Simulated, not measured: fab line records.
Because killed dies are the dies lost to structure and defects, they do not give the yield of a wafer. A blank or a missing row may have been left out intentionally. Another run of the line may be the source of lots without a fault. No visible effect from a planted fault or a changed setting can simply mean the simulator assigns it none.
A lot that was struck, set against a sound lot -- flow nand_harc -- 20 out of 1159 route steps
Sound: the wafers L186.1, L186.3, L186.6. Struck: wafer L197.1; the same lot's L197.2 was not struck, so it is left out; see the end for the cause.
For every step that has rows: the tool of each side, followed by ch and its chambers, followed by its first start. Under that, the readings that differ: sound wafers -- struck wafers -- difference of the means -- sigmas: that difference in standard deviations of wafers without a fault.
alike: readings with means less than 2 such deviations apart, plus words and numbers identical on both sides. not compared: withheld readings, readings lacking a value on some wafer, bounds such as >300 that could conceal the same value, and numbers that have no deviation in the record and whose values overlap.
The two part at a step that has a row with sigmas, a row that says differs or no value, or rows on one side only. Non-overlapping numbers with no deviation appear without sigmas and do not part them. A reading that every wafer of one side lacks parts them only if that side has two wafers or more.

NHARC_P_GATE_CD_MEAS_59: the cd target is 720 nm.
  sound on cd_sem-01 ch 0, day 7 15:38; struck on cd_sem-01 ch 0, day 10 13:25
reading,sound,struck,difference,sigmas
cd_nm (nm),718.4 718.0 718.7,722.0,+3.6,+2
then, 1 step without rows for these wafers: NHARC_P_GATE_HARDBAKE_60 (time 80 s).
NHARC_P_GATE_DESCUM_61: chemistry O2, time 3 s.
  sound on rie_diel-01 ch 0,1,3, day 7 15:48; struck on rie_diel-09 ch 3, day 10 13:35
reading,sound,struck,difference,sigmas
throttle_valve_pct (%),11.303 11.310 11.295,11.323,+0.020,+2
  alike: drypump_motor_current_A, oes_product_au, rf_vpp_V, showerhead_plenum_p_Torr
  not compared: rf_hours_counter_h
then, 1 step without rows for these wafers: NHARC_P_GATE_IMPLANT_62.
NHARC_P_GATE_STRIP_112: strips in N2/H2, time 200 s.
  sound on plasma_asher-01 ch 1, day 7 16:14; struck on plasma_asher-01 ch 0, day 10 13:56
  alike: drypump_motor_current_A, heater_power_w, rf_refl_power_W
  not compared: rf_hours_counter_h
NHARC_P_GATE_STRIP_76: strips in O2.
  sound on plasma_asher-01 ch 1, day 7 16:28; struck on plasma_asher-01 ch 0, day 10 14:12
  alike: drypump_motor_current_A, heater_power_w, rf_refl_power_W
  not compared: rf_hours_counter_h
then, 6 steps without rows for these wafers: NHARC_P_GATE_STRIP_63 (strips in SPM, time 900 s); NHARC_P_GATE_DEHYDRATE_83 (time 120 s); NHARC_P_GATE_HMDS_84 (time 30 s); NHARC_P_GATE_COAT_85; NHARC_P_GATE_SOFTBAKE_86 (time 95 s); NHARC_P_GATE_EBR_87.
NHARC_P_GATE_EXPOSE_88: exposes mask P HVN, target cd 2000 nm.
  sound on krf_scanner-03 ch 0, day 7 17:13; struck on krf_scanner-03 ch 0, day 10 14:50
  alike: mask
then, 2 steps without rows for these wafers: NHARC_P_GATE_PEB_89 (peb time 85 s); NHARC_P_GATE_DEVELOP_90 (time 70 s).
NHARC_P_GATE_CD_MEAS_91: the cd target is 2000 nm.
  sound on cd_sem-01 ch 0, day 7 17:22; struck on cd_sem-01 ch 0, day 10 15:00
reading,sound,struck,difference,sigmas
cd_nm (nm),2002.7 2001.6 2003.9,2025.5,+22.8,+11
then, 1 step without rows for these wafers: NHARC_P_GATE_HARDBAKE_92 (time 80 s).
NHARC_P_GATE_DESCUM_93: chemistry O2, time 3 s.
  sound on rie_diel-09 ch 1,3, day 7 17:34; struck on rie_diel-03 ch 1, day 10 15:11
reading,sound,struck,difference,sigmas
model.P_GATE.cd_nm (nm),2002 2002 2004,2025,+22,
  alike: drypump_motor_current_A, oes_product_au, rf_vpp_V, showerhead_plenum_p_Torr, throttle_valve_pct
  not compared: rf_hours_counter_h
then, 2 steps without rows for these wafers: NHARC_P_GATE_IMPLANT_94; NHARC_END_SORT_01.

WHERE THEY PART
At NHARC_P_GATE_CD_MEAS_59 first; at NHARC_P_GATE_CD_MEAS_91 last (within this record only). Later steps at which nothing parts them and some readings are alike: NHARC_P_GATE_DESCUM_93.

WHY: what had been put in by the simulator
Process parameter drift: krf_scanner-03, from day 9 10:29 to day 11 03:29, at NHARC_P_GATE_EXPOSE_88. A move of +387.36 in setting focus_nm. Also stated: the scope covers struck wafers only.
